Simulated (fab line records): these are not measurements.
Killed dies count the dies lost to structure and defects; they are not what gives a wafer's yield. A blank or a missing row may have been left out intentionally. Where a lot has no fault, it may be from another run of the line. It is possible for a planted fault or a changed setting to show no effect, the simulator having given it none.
A lot that was struck, set against a sound lot + flow nand_harc + 14 out of 1159 route steps
Sound: the wafers L664.1, L664.4, L664.6. Struck: wafer L677.4 (L677.2, L677.5, from the same lot, were not struck and are left out); the cause is given at the end.
Per side, at each step with rows, come the tool, then ch with its chambers, and then its first start. Under that, the readings that differ: sound wafers + struck wafers + difference of the means + sigmas: that difference in standard deviations of wafers without a fault.
alike: readings with means less than 2 such deviations apart, plus words and numbers identical on both sides. not compared: withheld readings, readings lacking a value on some wafer, bounds such as >300 that could conceal the same value, and numbers that have no deviation in the record and whose values overlap.
A row with sigmas, a row that says differs or no value, or rows on one side alone: a step with any of these is where the two part. Numbers that don't overlap but have no deviation are shown without sigmas and don't part them. Lack of a reading on every wafer of one side parts them only where that side has two or more wafers.

first, 6 steps without rows for these wafers: NHARC_A_STAIRCASE_SOFTBAKE_04 (time 170 s); NHARC_A_STAIRCASE_EBR_05; NHARC_A_STAIRCASE_EXPOSE_06 (exposes mask STAIR); NHARC_A_STAIRCASE_PEB_07 (peb time 130 s); NHARC_A_STAIRCASE_DEVELOP_08 (time 140 s); NHARC_A_STAIRCASE_HARDBAKE_10 (time 140 s).
NHARC_A_STAIRCASE_DESCUM_11: chemistry O2, time 3 s.
  sound on rie_diel-09 ch 1,2,3, day 11 08:05; struck on rie_diel-09 ch 2, day 14 16:57
  alike: drypump_motor_current_A, mfc_ar_sccm, o2_flow_sccm, oes_product_au, rf_vpp_V, showerhead_plenum_p_Torr, throttle_valve_pct
  not compared: rf_hours_counter_h
NHARC_A_STAIRCASE_TRIM_12: chemistry O2, time 211.2 s.
  sound on rie_diel-09 ch 1,2,3, day 11 08:11; struck on rie_diel-09 ch 3, day 14 17:02
  alike: drypump_motor_current_A, mfc_ar_sccm, o2_flow_sccm, oes_product_au, rf_vpp_V, showerhead_plenum_p_Torr, throttle_valve_pct
  not compared: rf_hours_counter_h
then, 1 step without rows for these wafers: NHARC_A_STAIRCASE_ETCH_13 (etches the open film in C4F8/O2, target depth 100 nm, time 40.5 s).
NHARC_A_STAIRCASE_TRIM_14: chemistry O2, time 211.2 s.
  sound on rie_diel-09 ch 0,2,3; struck on rie_diel-09 ch 2
  alike: drypump_motor_current_A, mfc_ar_sccm, o2_flow_sccm, oes_product_au, rf_vpp_V, showerhead_plenum_p_Torr, throttle_valve_pct
  not compared: rf_hours_counter_h
NHARC_A_STAIRCASE_ETCH_15: etches the open film in C4F8/O2, target depth 100 nm, time 40.5 s.
  sound on rie_diel-09 ch 1,2; struck on rie_diel-09 ch 1
  alike: oes_product_au, rf_fwd_power_W, rf_vpp_V
  not compared: rf_hours_counter_h
NHARC_A_STAIRCASE_TRIM_16: chemistry O2, time 211.2 s.
  sound on rie_diel-09 ch 0,1,2, day 11 08:40; struck on rie_diel-09 ch 3, day 14 17:31
| reading               | sound             | struck | difference | sigmas |
|-----------------------|-------------------|--------|------------|--------|
| oes_product_au (a.u.) | 0.999 0.992 1.011 | 1.217  | +0.216     | +24    |
  alike: drypump_motor_current_A, mfc_ar_sccm, o2_flow_sccm, rf_vpp_V, showerhead_plenum_p_Torr, throttle_valve_pct
  not compared: rf_hours_counter_h
NHARC_A_STAIRCASE_ETCH_17: etches the open film in C4F8/O2, target depth 100 nm, time 40.5 s.
  sound on rie_diel-09 ch 0,2,3; struck on rie_diel-09 ch 0
  alike: oes_product_au, rf_fwd_power_W, rf_vpp_V
  not compared: rf_hours_counter_h
-- record jumps: 9 days between struck wafers' starts before vs after; left off in module A_STAIRCASE, resumes in module END, first step shown is number 1159 of the route --
NHARC_END_SORT_01:
  sound on prober-01 ch 0, day 20 05:29; struck on prober-01 ch 0, day 23 14:14
| reading         | sound    | struck | difference | sigmas |
|-----------------|----------|--------|------------|--------|
| killed_at_array | 8 21 24  | 140    | +122       | +15    |
| killed_at_other | 1 0 0    | 4      | +4         | +3     |
| killed_dies     | 13 23 27 | 148    | +127       | +14    |
  alike: killed_at_periphery, killed_open, killed_short

## WHERE THEY PART
First at NHARC_A_STAIRCASE_TRIM_16; last, within this record, at NHARC_END_SORT_01.

WHY: what had been put in by the simulator
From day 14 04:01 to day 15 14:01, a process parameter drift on rie_diel-09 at NHARC_A_STAIRCASE_TRIM_16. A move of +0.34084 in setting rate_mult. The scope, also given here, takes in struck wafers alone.
